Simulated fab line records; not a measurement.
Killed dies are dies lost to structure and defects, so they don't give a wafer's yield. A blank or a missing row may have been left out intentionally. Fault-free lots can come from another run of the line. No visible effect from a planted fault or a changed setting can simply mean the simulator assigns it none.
Which tool did it? | flow n5 finfet | 12 lots, 36 wafers sampled, at 1 step of a route of 1938

WHAT EACH GAUGE READ, for each wafer
N5_BEOL_M5_CD_MEAS_18: pitch 56 nm, target cd 28 nm.
lot  | measured     | on        | cd nm (nm)
L075 | day 9 07:32  | cd sem-03 | 27.8 28.3 27.9
L078 | day 10 03:57 | cd sem-03 | 28.0 28.2 27.9
L079 | day 11 04:37 | cd sem-03 | 27.8 27.9 27.5
L081 | day 11 10:23 | cd sem-03 | 27.5 27.8 27.5
L083 | day 12 16:38 | cd sem-02 | 27.9 27.9 27.8
L085 | day 13 07:35 | cd sem-02 | 27.6 28.2 28.0
L088 | day 13 13:12 | cd sem-03 | 27.5 28.0 27.8
L089 | day 13 21:22 | cd sem-01 | 28.5 27.2 28.1
L092 | day 14 05:32 | cd sem-02 | 28.3 27.6 28.0
L091 | day 14 15:34 | cd sem-02 | 27.6 27.6 27.8
L093 | day 15 01:02 | cd sem-01 | 28.0 27.6 28.5
L097 | day 16 04:31 | cd sem-03 | 27.4 28.1 28.0

EACH LOT AND THE TOOL THAT RAN IT (in order: tool; ch and the chambers of the sampled wafers; start)
Before these readings, the record contains no process step.

THE ANSWER, worked out from the rows above alone
Rule: the usual values come from the lots themselves. The widest of any qualifying gaps counts: lots, ordered by their means at a reading, are off when they make up no more than a third of the lots, leave a main group of 4 or more, and stand apart from it by 3 or more times the standard deviation of that group's means. A main group whose means are all the same, to the digits that the tables above print for the reading, isn't used. A lot without any number at a reading at which 4 lots or more have one is off too. All remaining lots with rows at the step are treated as sound.
Across all readings shown, no lot is off: no conclusion can be drawn from this.

WHAT WAS PUT IN BY THE SIMULATOR
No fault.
